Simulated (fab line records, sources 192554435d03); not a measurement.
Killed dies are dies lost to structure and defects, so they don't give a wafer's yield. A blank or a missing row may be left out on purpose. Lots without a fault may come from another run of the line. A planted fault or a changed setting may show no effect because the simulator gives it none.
Which tool did it? | flow n5_finfet | 24 lots, 72 wafers sampled, at 6 steps of a route of 1938

WHAT THE GAUGES READ, wafer by wafer
N5_MOL_CONTACT_COAG_CD_MEAS_40: target cd 25.1 nm. Usual: cd_nm 25.12 nm, standard deviation 0.25.
lot  | measured     | on        | cd_nm (nm)        | flag
L074 | day 5 03:10  | cd_sem-02 | 25.40 25.09 25.70 |
L075 | day 5 12:02  | cd_sem-01 | 25.46 25.24 25.49 |
L076 | day 5 19:58  | cd_sem-02 | 24.71 24.75 25.37 |
L077 | day 5 20:12  | cd_sem-02 | 25.00 25.60 25.24 |
L078 | day 6 03:10  | cd_sem-03 | 24.81 24.98 25.00 |
L079 | day 6 10:16  | cd_sem-01 | 24.75 24.95 25.17 |
L080 | day 6 15:41  | cd_sem-03 | 24.78 24.78 25.23 |
L081 | day 7 11:31  | cd_sem-01 | 25.18 25.38 25.22 |
L082 | day 7 14:47  | cd_sem-01 | 24.94 24.87 25.09 |
L084 | day 7 17:57  | cd_sem-02 | 25.13 25.65 25.27 |
L083 | day 7 18:17  | cd_sem-01 | 24.79 24.73 24.87 |
L085 | day 8 06:29  | cd_sem-01 | 25.60 25.11 25.56 |
L086 | day 8 13:04  | cd_sem-01 | 25.13 25.58 25.28 |
L087 | day 8 20:58  | cd_sem-03 | 25.52 25.12 24.81 |
L088 | day 9 00:02  | cd_sem-01 | 24.84 25.24 24.87 |
L089 | day 9 01:47  | cd_sem-01 | 25.01 25.18 24.89 |
L090 | day 9 17:31  | cd_sem-01 | 25.37 25.15 25.07 |
L091 | day 10 00:23 | cd_sem-03 | 24.59 24.73 24.69 |
L092 | day 10 01:39 | cd_sem-03 | 24.90 25.15 25.21 |
L093 | day 10 08:19 | cd_sem-01 | 25.40 24.92 25.19 |
L094 | day 10 10:24 | cd_sem-02 | 24.93 24.88 25.13 |
L095 | day 10 14:31 | cd_sem-01 | 25.17 25.19 25.31 |
L096 | day 10 22:40 | cd_sem-02 | 25.21 25.00 25.11 |
L097 | day 11 02:50 | cd_sem-03 | 24.94 25.61 25.18 |

N5_MOL_CONTACT_COAG_OVL_MEAS_41. Usual: VD_OVL -0.3 nm, standard deviation 0.77.
lot  | measured     | on         | VD_OVL (nm)    | flag
L074 | day 5 03:11  | overlay-01 | 0.6 0.9 0.4    |
L075 | day 5 12:04  | overlay-01 | -1.4 0.1 -0.4  |
L076 | day 5 20:00  | overlay-01 | 0.7 0.2 -0.3   |
L077 | day 5 20:14  | overlay-01 | -0.2 -0.8 0.2  |
L078 | day 6 03:11  | overlay-01 | 0.6 -0.6 -0.3  |
L079 | day 6 10:19  | overlay-01 | 0.2 0.5 0.3    |
L080 | day 6 15:43  | overlay-01 | -0.6 -0.9 0.1  |
L081 | day 7 11:33  | overlay-01 | -2.2 -1.3 -0.4 |
L082 | day 7 14:50  | overlay-02 | -0.1 -1.0 -1.2 |
L084 | day 7 17:59  | overlay-02 | 0.5 0.4 0.5    |
L083 | day 7 18:19  | overlay-02 | -0.5 -0.1 -0.4 |
L085 | day 8 06:32  | overlay-01 | 0.6 1.4 0.6    |
L086 | day 8 13:07  | overlay-01 | -0.1 -0.3 0.6  |
L087 | day 8 21:00  | overlay-02 | -0.4 -0.2 -0.2 |
L088 | day 9 00:04  | overlay-02 | 0.3 0.1 0.7    |
L089 | day 9 01:49  | overlay-01 | -0.7 0.4 -0.9  |
L090 | day 9 17:32  | overlay-01 | -0.4 -1.2 -1.5 |
L091 | day 10 00:25 | overlay-01 | -1.3 -1.0 -1.6 |
L092 | day 10 01:41 | overlay-02 | -0.5 -1.3 -0.4 |
L093 | day 10 08:21 | overlay-01 | -1.6 0.1 -0.9  |
L094 | day 10 10:26 | overlay-01 | -1.5 -1.5 -1.0 |
L095 | day 10 14:34 | overlay-01 | 0.7 0.5 0.7    |
L096 | day 10 22:41 | overlay-01 | -0.6 0.0 -0.6  |
L097 | day 11 02:52 | overlay-01 | -1.3 -1.4 -1.1 |

WHICH TOOL RAN EACH LOT (tool, then ch and the chambers of the sampled wafers, then the start)
lot  | N5_MOL_CONTACT_COAG_SIL_ANNEAL_21 | N5_MOL_CONTACT_COAG_CO_FILL_22   | N5_MOL_CONTACT_COAG_DESCUM_88      | N5_MOL_CONTACT_COAG_ETCHBACK_135
L074 | rtp_anneal-02 ch 0, day 4 17:58   | cvd_co-01 ch 1,2, day 4 18:35    | rie_diel-03 ch 0,1, day 5 02:02    | rie_diel-01 ch 0,1,3, day 5 02:28
L075 | rtp_anneal-02 ch 0, day 5 03:34   | cvd_co-01 ch 0,1, day 5 04:45    | rie_diel-04 ch 1,2, day 5 10:54    | rie_diel-01 ch 0,1,3, day 5 11:20
L076 | rtp_anneal-02 ch 0, day 5 09:50   | cvd_co-02 ch 0,1,2, day 5 11:33  | rie_diel-04 ch 1,2,3, day 5 18:42  | rie_diel-04 ch 1,3, day 5 19:17
L077 | rtp_anneal-02 ch 0, day 5 11:42   | cvd_co-02 ch 0,1,2, day 5 12:14  | rie_diel-01 ch 0,1,2, day 5 18:56  | rie_diel-01 ch 0,1,2, day 5 19:23
L078 | rtp_anneal-02 ch 0, day 5 18:36   | cvd_co-02 ch 0,2, day 5 19:10    | rie_diel-04 ch 0,1,3, day 6 02:02  | rie_diel-01 ch 0,2,3, day 6 02:29
L079 | rtp_anneal-02 ch 0, day 6 00:50   | cvd_co-02 ch 0,2, day 6 01:53    | rie_diel-01 ch 0,1,2, day 6 09:01  | rie_diel-01 ch 0,3, day 6 09:28
L080 | rtp_anneal-02 ch 0, day 6 07:30   | cvd_co-02 ch 0,2, day 6 08:16    | rie_diel-04 ch 0,2, day 6 14:15    | rie_diel-04 ch 0,1,2, day 6 14:53
L081 | rtp_anneal-02 ch 0, day 7 01:47   | cvd_co-01 ch 0,1, day 7 02:09    | rie_diel-01 ch 0,1, day 7 10:23    | rie_diel-03 ch 0,1,3, day 7 10:50
L082 | rtp_anneal-01 ch 0, day 7 06:12   | cvd_co-01 ch 0,2, day 7 06:55    | rie_diel-03 ch 1,3, day 7 13:38    | rie_diel-01 ch 0,1,3, day 7 14:05
L084 | rtp_anneal-01 ch 0, day 7 07:26   | cvd_co-01 ch 1,2, day 7 09:27    | rie_diel-04 ch 2,3, day 7 16:42    | rie_diel-04 ch 0,1,2, day 7 17:08
L083 | rtp_anneal-02 ch 0, day 7 07:47   | cvd_co-02 ch 1,2, day 7 09:37    | rie_diel-03 ch 1,3, day 7 17:02    | rie_diel-01 ch 2,3, day 7 17:28
L085 | rtp_anneal-01 ch 0, day 7 17:50   | cvd_co-02 ch 0,2, day 7 18:43    | rie_diel-04 ch 0,1,2, day 8 04:47  | rie_diel-03 ch 0,1,2, day 8 05:38
L086 | rtp_anneal-02 ch 0, day 8 01:12   | cvd_co-01 ch 0,1,2, day 8 02:52  | rie_diel-01 ch 0,1,2, day 8 11:32  | rie_diel-03 ch 0,2,3, day 8 12:23
L087 | rtp_anneal-01 ch 0, day 8 07:33   | cvd_co-01 ch 0,2, day 8 08:26    | rie_diel-04 ch 0,2,3, day 8 16:58  | rie_diel-01 ch 0,1,2, day 8 17:40
L088 | rtp_anneal-02 ch 0, day 8 08:31   | cvd_co-02 ch 0,1,2, day 8 08:59  | rie_diel-01 ch 0,2, day 8 21:16    | rie_diel-03 ch 0,2,3, day 8 23:17
L089 | rtp_anneal-02 ch 0, day 8 14:55   | cvd_co-01 ch 0,1, day 8 15:19    | rie_diel-01 ch 0,1,3, day 9 00:34  | rie_diel-01 ch 0,1,3, day 9 01:06
L090 | rtp_anneal-02 ch 0, day 9 07:38   | cvd_co-02 ch 0,1,2, day 9 08:22  | rie_diel-03 ch 0,1,2, day 9 16:16  | rie_diel-04 ch 1,2,3, day 9 16:41
L091 | rtp_anneal-01 ch 0, day 9 13:41   | cvd_co-01 ch 0,2, day 9 15:58    | rie_diel-01 ch 0,1, day 9 22:55    | rie_diel-03 ch 0,1,2, day 9 23:35
L092 | rtp_anneal-02 ch 0, day 9 15:44   | cvd_co-02 ch 0,1, day 9 16:20    | rie_diel-03 ch 0,2, day 10 00:16   | rie_diel-04 ch 0,1,2, day 10 00:55
L093 | rtp_anneal-02 ch 0, day 9 22:58   | cvd_co-01 ch 0,1,2, day 10 01:34 | rie_diel-04 ch 0,2,3, day 10 07:11 | rie_diel-04 ch 0,2,3, day 10 07:38
L094 | rtp_anneal-02 ch 0, day 10 01:49  | cvd_co-02 ch 0,2, day 10 02:32   | rie_diel-04 ch 1,2,3, day 10 09:13 | rie_diel-04 ch 1,2,3, day 10 09:40
L095 | rtp_anneal-01 ch 0, day 10 03:23  | cvd_co-02 ch 0,2, day 10 05:19   | rie_diel-03 ch 0,1,2, day 10 13:23 | rie_diel-04 ch 1,3, day 10 13:50
L096 | rtp_anneal-01 ch 0, day 10 12:03  | cvd_co-01 ch 0,1,2, day 10 13:34 | rie_diel-03 ch 0,1, day 10 21:16   | rie_diel-03 ch 0,1, day 10 21:56
L097 | rtp_anneal-01 ch 0, day 10 17:10  | cvd_co-01 ch 1,2, day 10 17:41   | rie_diel-04 ch 0,2,3, day 11 01:29 | rie_diel-03 ch 1,2, day 11 02:08
- N5_MOL_CONTACT_COAG_SIL_ANNEAL_21: time 60 s.
- N5_MOL_CONTACT_COAG_CO_FILL_22: material Co, precursor CCTBA/H2, target thk 20 nm.
- N5_MOL_CONTACT_COAG_DESCUM_88: chemistry O2, time 7 s.
- N5_MOL_CONTACT_COAG_ETCHBACK_135: etches SiO2 in CHF3, target depth 25 nm, time 16.7 s.

WHAT THE TOOLS THEMSELVES READ (means of the sampled wafers that have a number; where no wafer has one, the mark that the record gives instead)
N5_MOL_CONTACT_COAG_SIL_ANNEAL_21. Usual: lamp_power_pct 6.9 %, standard deviation 0.61; lamp_zone_3_pct 6.9 %, standard deviation 0.61; wafer_temp_C_max 552.3, standard deviation 0.71.
lot  | tool          | lamp_power_pct (%) | lamp_zone_3_pct (%) | wafer_temp_C_max | flag
L074 | rtp_anneal-02 | 7.4                | 7.4                 | 552.2            |
L075 | rtp_anneal-02 | 7.4                | 7.4                 | 551.7            |
L076 | rtp_anneal-02 | 7.4                | 7.4                 | 551.6            |
L077 | rtp_anneal-02 | 7.4                | 7.4                 | 551.6            |
L078 | rtp_anneal-02 | 7.4                | 7.4                 | 552.5            |
L079 | rtp_anneal-02 | 7.4                | 7.4                 | 552.1            |
L080 | rtp_anneal-02 | 7.4                | 7.4                 | 552.1            |
L081 | rtp_anneal-02 | 7.4                | 7.4                 | 552.0            |
L082 | rtp_anneal-01 | 6.1                | 6.1                 | 553.5            |
L084 | rtp_anneal-01 | 6.1                | 6.1                 | 552.9            |
L083 | rtp_anneal-02 | 7.4                | 7.4                 | 552.0            |
L085 | rtp_anneal-01 | 6.1                | 6.1                 | 553.3            |
L086 | rtp_anneal-02 | 7.4                | 7.4                 | 552.1            |
L087 | rtp_anneal-01 | 6.1                | 6.1                 | 553.3            |
L088 | rtp_anneal-02 | 7.4                | 7.4                 | 551.8            |
L089 | rtp_anneal-02 | 7.4                | 7.4                 | 551.8            |
L090 | rtp_anneal-02 | 7.4                | 7.4                 | 552.4            |
L091 | rtp_anneal-01 | 6.1                | 6.1                 | 553.0            |
L092 | rtp_anneal-02 | 7.4                | 7.4                 | 551.7            |
L093 | rtp_anneal-02 | 7.4                | 7.4                 | 551.5            |
L094 | rtp_anneal-02 | 7.4                | 7.4                 | 552.0            |
L095 | rtp_anneal-01 | 6.1                | 6.1                 | 553.0            |
L096 | rtp_anneal-01 | 6.1                | 6.1                 | 552.9            |
L097 | rtp_anneal-01 | 6.1                | 6.1                 | 553.2            |

N5_MOL_CONTACT_COAG_CO_FILL_22. Usual: heater_power_w 220 W, standard deviation 21.
lot  | tool      | heater_power_w (W) | flag
L074 | cvd_co-01 | 213                |
L075 | cvd_co-01 | 218                |
L076 | cvd_co-02 | 236                |
L077 | cvd_co-02 | 230                |
L078 | cvd_co-02 | 239                |
L079 | cvd_co-02 | 236                |
L080 | cvd_co-02 | 234                |
L081 | cvd_co-01 | 223                |
L082 | cvd_co-01 | 208                |
L084 | cvd_co-01 | 203                |
L083 | cvd_co-02 | 205                |
L085 | cvd_co-02 | 237                |
L086 | cvd_co-01 | 207                |
L087 | cvd_co-01 | 199                |
L088 | cvd_co-02 | 224                |
L089 | cvd_co-01 | 218                |
L090 | cvd_co-02 | 224                |
L091 | cvd_co-01 | 195                |
L092 | cvd_co-02 | 230                |
L093 | cvd_co-01 | 207                |
L094 | cvd_co-02 | 237                |
L095 | cvd_co-02 | 243                |
L096 | cvd_co-01 | 207                |
L097 | cvd_co-01 | 200                |

N5_MOL_CONTACT_COAG_DESCUM_88. Usual: bias_power_w 20.00 W, standard deviation 0.063; drypump_motor_current_A 5.9 A, standard deviation 0.41; oes_product_au 0.77 a.u., standard deviation 0.088; rf_vpp_V 243.5 V, standard deviation 1.1; showerhead_plenum_p_Torr 2.10 Torr, standard deviation 0.053; throttle_valve_pct 20.50 %, standard deviation 0.14.
lot  | tool        | bias_power_w (W) | drypump_motor_current_A (A) | oes_product_au (a.u.) | rf_vpp_V (V) | showerhead_plenum_p_Torr (Torr) | throttle_valve_pct (%) | flag
L074 | rie_diel-03 | 19.96            | 5.8                         | 0.70                  | 243.5        | 2.10                            | 20.59                  |
L075 | rie_diel-04 | 20.06            | 5.5                         | 0.77                  | 244.8        | 2.15                            | 20.59                  |
L076 | rie_diel-04 | 20.04            | 5.7                         | 0.74                  | 244.3        | 2.11                            | 20.57                  |
L077 | rie_diel-01 | 19.96            | 6.3                         | 0.82                  | 243.4        | 2.13                            | 20.40                  |
L078 | rie_diel-04 | 20.01            | 5.7                         | 0.74                  | 243.0        | 2.11                            | 20.50                  |
L079 | rie_diel-01 | 19.97            | 6.3                         | 0.81                  | 244.4        | 2.13                            | 20.41                  |
L080 | rie_diel-04 | 20.02            | 5.3                         | 0.73                  | 242.9        | 2.08                            | 20.56                  |
L081 | rie_diel-01 | 20.02            | 6.6                         | 0.79                  | 243.7        | 2.11                            | 20.55                  |
L082 | rie_diel-03 | 20.03            | 6.1                         | 0.70                  | 242.5        | 2.06                            | 20.65                  |
L084 | rie_diel-04 | 19.95            | 5.7                         | 0.70                  | 242.7        | 2.06                            | 20.56                  |
L083 | rie_diel-03 | 19.94            | 6.0                         | 0.69                  | 242.7        | 2.06                            | 20.66                  |
L085 | rie_diel-04 | 20.07            | 5.4                         | 0.73                  | 243.3        | 2.11                            | 20.57                  |
L086 | rie_diel-01 | 20.04            | 6.3                         | 0.78                  | 243.7        | 2.12                            | 20.43                  |
L087 | rie_diel-04 | 19.96            | 5.5                         | 0.80                  | 244.0        | 2.07                            | 20.42                  |
L088 | rie_diel-01 | 19.93            | 6.1                         | 0.80                  | 243.7        | 2.13                            | 20.32                  |
L089 | rie_diel-01 | 20.01            | 6.4                         | 0.82                  | 243.9        | 2.13                            | 20.55                  |
L090 | rie_diel-03 | 19.96            | 5.8                         | 0.78                  | 242.7        | 2.09                            | 20.46                  |
L091 | rie_diel-01 | 19.99            | 6.5                         | 0.81                  | 245.0        | 2.16                            | 20.54                  |
L092 | rie_diel-03 | 20.04            | 5.6                         | 0.68                  | 243.8        | 2.12                            | 20.48                  |
L093 | rie_diel-04 | 19.98            | 5.5                         | 0.78                  | 242.6        | 2.06                            | 20.45                  |
L094 | rie_diel-04 | 19.94            | 5.6                         | 0.80                  | 243.1        | 2.09                            | 20.49                  |
L095 | rie_diel-03 | 19.98            | 5.8                         | 0.77                  | 243.6        | 2.09                            | 20.47                  |
L096 | rie_diel-03 | 20.06            | 5.7                         | 0.75                  | 242.8        | 2.11                            | 20.40                  |
L097 | rie_diel-04 | 19.96            | 5.5                         | 0.77                  | 242.0        | 2.06                            | 20.45                  |

N5_MOL_CONTACT_COAG_ETCHBACK_135. Usual: drypump_motor_current_A 5.9 A, standard deviation 0.4; mfc_ar_sccm 200.0 sccm, standard deviation 0.62; oes_f_703_au 0.78 a.u., standard deviation 0.091; oes_product_au 0.78 a.u., standard deviation 0.099; rf_vpp_V 524 V, standard deviation 6.1; showerhead_plenum_p_Torr 2.39 Torr, standard deviation 0.059; throttle_valve_pct 18.78 %, standard deviation 0.17.
lot  | tool        | drypump_motor_current_A (A) | mfc_ar_sccm (sccm) | oes_f_703_au (a.u.) | oes_product_au (a.u.) | rf_vpp_V (V) | showerhead_plenum_p_Torr (Torr) | throttle_valve_pct (%) | flag
L074 | rie_diel-01 | 6.4                         | 200.3              | 0.86                | 0.86                  | 527          | 2.44                            | 18.82                  |
L075 | rie_diel-01 | 6.4                         | 200.0              | 0.85                | 0.86                  | 527          | 2.44                            | 18.82                  |
L076 | rie_diel-04 | 5.9                         | 199.2              | 0.74                | 0.73                  | 520          | 2.39                            | 18.82                  |
L077 | rie_diel-01 | 6.3                         | 199.8              | 0.81                | 0.81                  | 530          | 2.43                            | 18.76                  |
L078 | rie_diel-01 | 6.2                         | 200.1              | 0.85                | 0.87                  | 528          | 2.45                            | 18.70                  |
L079 | rie_diel-01 | 6.2                         | 199.9              | 0.88                | 0.90                  | 526          | 2.46                            | 18.78                  |
L080 | rie_diel-04 | 5.4                         | 200.5              | 0.75                | 0.74                  | 523          | 2.40                            | 18.87                  |
L081 | rie_diel-03 | 5.9                         | 199.9              | 0.70                | 0.69                  | 525          | 2.38                            | 18.85                  |
L082 | rie_diel-01 | 6.4                         | 199.8              | 0.82                | 0.83                  | 527          | 2.44                            | 18.85                  |
L084 | rie_diel-04 | 5.4                         | 200.0              | 0.73                | 0.73                  | 523          | 2.40                            | 18.88                  |
L083 | rie_diel-01 | 6.0                         | 200.3              | 0.82                | 0.82                  | 522          | 2.41                            | 18.73                  |
L085 | rie_diel-03 | 5.8                         | 200.5              | 0.69                | 0.69                  | 523          | 2.38                            | 18.88                  |
L086 | rie_diel-03 | 5.8                         | 199.5              | 0.70                | 0.70                  | 524          | 2.38                            | 18.79                  |
L087 | rie_diel-01 | 6.3                         | 200.3              | 0.77                | 0.79                  | 529          | 2.42                            | 18.80                  |
L088 | rie_diel-03 | 5.8                         | 200.2              | 0.69                | 0.69                  | 525          | 2.38                            | 18.81                  |
L089 | rie_diel-01 | 6.4                         | 199.7              | 0.81                | 0.82                  | 527          | 2.43                            | 18.87                  |
L090 | rie_diel-04 | 5.6                         | 199.7              | 0.80                | 0.80                  | 519          | 2.39                            | 18.81                  |
L091 | rie_diel-03 | 5.8                         | 200.2              | 0.78                | 0.77                  | 523          | 2.38                            | 18.76                  |
L092 | rie_diel-04 | 5.4                         | 200.3              | 0.72                | 0.72                  | 522          | 2.39                            | 18.91                  |
L093 | rie_diel-04 | 5.5                         | 199.5              | 0.77                | 0.77                  | 519          | 2.35                            | 18.74                  |
L094 | rie_diel-04 | 5.7                         | 199.8              | 0.80                | 0.79                  | 518          | 2.39                            | 18.83                  |
L095 | rie_diel-04 | 6.0                         | 199.7              | 0.86                | 0.87                  | 519          | 2.38                            | 18.62                  |
L096 | rie_diel-03 | 5.8                         | 199.7              | 0.84                | 0.84                  | 523          | 2.37                            | 18.71                  |
L097 | rie_diel-03 | 5.9                         | 199.5              | 0.76                | 0.77                  | 524          | 2.35                            | 18.81                  |

THE ANSWER, worked out from the rows above alone
Rule: a lot is off if the mean of its wafers that have a number lies more than 3 standard deviations from the usual mean. A lot without any number at a reading at which 4 lots or more have one is off too. The other lots that the step has rows for count as sound. The gauges are gone through in route order, then the tools' own readings, and for those a lot's mean is taken as printed above. The first step at which some lot is off is used, and at that step the reading that is off furthest; a lot without a number counts as furthest.
No lot is off at any reading shown: from this, nothing can be told.

WHAT THE SIMULATOR HAD PUT IN
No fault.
